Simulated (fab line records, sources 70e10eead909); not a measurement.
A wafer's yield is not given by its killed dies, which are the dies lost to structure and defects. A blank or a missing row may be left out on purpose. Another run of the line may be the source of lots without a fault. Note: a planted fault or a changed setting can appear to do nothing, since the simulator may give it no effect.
Which tool was responsible?    flow nand-harc    12 lots, 36 wafers sampled, at 5 steps of a route of 1302

## WHAT EACH GAUGE READ, for each wafer
NHARC_END_SORT_01.
lot   measured      on         killed-at-array  killed-at-other  killed-at-periphery  killed-dies  killed-open  killed-short
L880  day 30 01:56  prober-02  28 31 40         0 1 0            2 7 469              30 39 509    3 7 4        3 2 5
L881  day 30 01:58  prober-01  47 63 65         0 0 1            2 495 450            49 558 516   5 5 0        3 2 5
L882  day 30 19:20  prober-01  31 28 15         1 0 0            6 4 453              38 32 468    6 3 2        3 3 1

## WHICH TOOL RAN EACH LOT (tool, then ch and the chambers of the sampled wafers, then the start)
lot   NHARC_P_GATE_RTA_64               NHARC_P_GATE_DEGAS_109        NHARC_P_CONTACT_ETCH_36             NHARC_P_CONTACT_ALD_22
L868  rtp-anneal-02 ch 0, day 6 11:48   pvd-sputter-01, day 6 12:10   rie-diel-07 ch 0,2,3, day 6 14:59   ald-metal-02 ch 0,1,2, day 6 16:40
L871  rtp-anneal-02 ch 0, day 8 00:47   pvd-sputter-03, day 8 01:04   rie-diel-07 ch 1,2,3, day 8 03:55   ald-metal-04 ch 0,1,2, day 8 05:40
L872  rtp-anneal-01 ch 0, day 8 05:41   pvd-sputter-01, day 8 05:58   rie-diel-06 ch 0,2, day 8 09:11     ald-metal-04 ch 0,3, day 8 11:04
L873  rtp-anneal-01 ch 0, day 8 16:00   pvd-sputter-01, day 8 16:15   rie-diel-02 ch 0,1, day 8 19:14     ald-metal-02 ch 1,3, day 8 20:52
L880  rtp-anneal-02 ch 0, day 11 15:58  pvd-sputter-03, day 11 16:17  rie-diel-06 ch 0,2,3, day 11 19:06  ald-metal-04 ch 0,2,3, day 11 20:44
L881  rtp-anneal-02 ch 0, day 11 20:15  pvd-sputter-03, day 11 20:34  rie-diel-06 ch 2,3, day 11 23:29    ald-metal-02 ch 2,3, day 12 01:08
L882  rtp-anneal-02 ch 0, day 12 11:46  pvd-sputter-01, day 12 12:05  rie-diel-06 ch 1,2, day 12 15:02    ald-metal-02 ch 1,2, day 12 16:41
L883  rtp-anneal-01 ch 0, day 12 16:37  pvd-sputter-01, day 12 16:57  rie-diel-02 ch 1,2,3, day 12 19:47  ald-metal-03 ch 0,2,3, day 12 21:25
L884  rtp-anneal-01 ch 0, day 13 09:15  pvd-sputter-02, day 13 09:33  rie-diel-02 ch 0,1,3, day 13 12:40  ald-metal-02 ch 0,1,2, day 13 14:23
L886  rtp-anneal-02 ch 0, day 14 06:08  pvd-sputter-01, day 14 06:23  rie-diel-02 ch 0,2,3, day 14 09:20  ald-metal-03 ch 0,1, day 14 10:59
L888  rtp-anneal-01 ch 0, day 14 23:33  pvd-sputter-02, day 14 23:47  rie-diel-06 ch 0,1,3, day 15 02:49  ald-metal-04 ch 2,3, day 15 04:25
L889  rtp-anneal-02 ch 0, day 15 15:41  pvd-sputter-01, day 15 15:59  rie-diel-07 ch 0,1, day 15 18:55    ald-metal-04 ch 1,2, day 15 20:34
- NHARC_P_GATE_RTA_64: time 1 s.
- NHARC_P_GATE_DEGAS_109: time 60 s.
- NHARC_P_CONTACT_ETCH_36: etches the open film in N2/H2, target depth 260 nm, time 406.25 s.
- NHARC_P_CONTACT_ALD_22: deposits TiN, target thk 3 nm, pulse time 1 s, ald cycles 150.

## AS READ BY THE TOOLS THEMSELVES (means over the sampled wafers that have a number; for cases with no such wafer, the mark the record gives instead)
NHARC_P_GATE_RTA_64.
lot   tool           lamp-power-pct (%)  lamp_zone_2_pct (%)  lamp_zone_3_pct (%)  lamp_zone_7_pct (%)  wafer_temp_C_max
L868  rtp-anneal-02  33.14               33.16                33.16                33.59                1053.1
L871  rtp-anneal-02  33.15               33.17                33.15                33.56                1053.9
L872  rtp-anneal-01  33.39               33.40                33.39                33.77                1055.1
L873  rtp-anneal-01  33.43               33.43                33.42                33.83                1055.0
L880  rtp-anneal-02  33.19               33.16                33.18                33.60                1054.0
L881  rtp-anneal-02  33.17               33.18                33.13                33.61                1053.9
L882  rtp-anneal-02  33.14               33.11                33.12                33.53                1052.7
L883  rtp-anneal-01  33.42               33.46                33.38                33.83                1054.5
L884  rtp-anneal-01  33.37               33.39                33.37                33.84                1054.3
L886  rtp-anneal-02  33.19               33.18                33.18                33.58                1053.7
L888  rtp-anneal-01  33.46               33.43                33.43                33.86                1054.2
L889  rtp-anneal-02  33.15               33.15                33.16                33.56                1053.1

NHARC_P_GATE_DEGAS_109.
lot   tool            heater-power-w (W)
L868  pvd-sputter-01  463
L871  pvd-sputter-03  494
L872  pvd-sputter-01  476
L873  pvd-sputter-01  495
L880  pvd-sputter-03  487
L881  pvd-sputter-03  486
L882  pvd-sputter-01  484
L883  pvd-sputter-01  442
L884  pvd-sputter-02  435
L886  pvd-sputter-01  434
L888  pvd-sputter-02  460
L889  pvd-sputter-01  451

NHARC_P_CONTACT_ETCH_36.
lot   tool         drypump-motor-current-A (A)  oes-product-au (a.u.)  rf-vpp-V (V)  showerhead-plenum-p-Torr (Torr)  throttle-valve-pct (%)
L868  rie-diel-07  6.1                          0.991                  431.0         2.05                             14.169
L871  rie-diel-07  5.8                          0.995                  431.6         2.08                             14.156
L872  rie-diel-06  5.9                          0.991                  431.2         2.05                             14.175
L873  rie-diel-02  6.0                          0.992                  432.6         2.11                             14.165
L880  rie-diel-06  5.9                          0.950                  430.0         2.02                             14.174
L881  rie-diel-06  5.7                          0.900                  433.0         2.10                             14.171
L882  rie-diel-06  5.7                          0.957                  431.7         2.09                             14.175
L883  rie-diel-02  5.4                          1.007                  429.1         1.99                             14.176
L884  rie-diel-02  5.7                          1.008                  430.2         2.06                             14.173
L886  rie-diel-02  5.7                          1.011                  431.9         2.08                             14.168
L888  rie-diel-06  5.9                          1.006                  428.4         1.98                             14.165
L889  rie-diel-07  5.6                          0.992                  431.8         2.06                             14.173

NHARC_P_CONTACT_ALD_22.
lot   tool          heater-power-w (W)  precursor-pulse-height-rel
L868  ald-metal-02  1086                0.988
L871  ald-metal-04  1073                0.988
L872  ald-metal-04  1156                0.986
L873  ald-metal-02  1033                1.008
L880  ald-metal-04  1141                1.000
L881  ald-metal-02  1044                0.998
L882  ald-metal-02  1169                1.003
L883  ald-metal-03  1157                1.000
L884  ald-metal-02  1144                0.992
L886  ald-metal-03  1231                0.999
L888  ald-metal-04  1137                1.002
L889  ald-metal-04  1109                0.988

## THE ANSWER, worked out from the rows above alone
Rule: the usual values come from the lots themselves. Put in order of their means at a reading, lots are off if they are a third of the lots or fewer, leave a main group of 4 or more, and stand apart from it by a gap of 3 or more times the standard deviation of the main group's means; of several such gaps the widest counts. Not used: any main group whose means are identical at the precision the tables above print for the reading. A lot without any number at a reading at which 4 lots or more have one is off too. The other lots that the step has rows for count as sound. First the gauges in route order, then the tools' own readings, where a lot's mean is used as printed above. The first step at which some lot is off is used, and at that step the reading that is off furthest; a lot without a number counts as furthest.
Off: L880, L881, L882, at NHARC_P_CONTACT_ETCH_36 (oes-product-au). For the main group the mean is 0.999 a.u. and the standard deviation 0.008.
A tool fits if, at that step or a process step before it, it ran every lot that is off, and no sound lot after the first of them. Of those tried, none fits.

## WHAT THE SIMULATOR HAD INSERTED
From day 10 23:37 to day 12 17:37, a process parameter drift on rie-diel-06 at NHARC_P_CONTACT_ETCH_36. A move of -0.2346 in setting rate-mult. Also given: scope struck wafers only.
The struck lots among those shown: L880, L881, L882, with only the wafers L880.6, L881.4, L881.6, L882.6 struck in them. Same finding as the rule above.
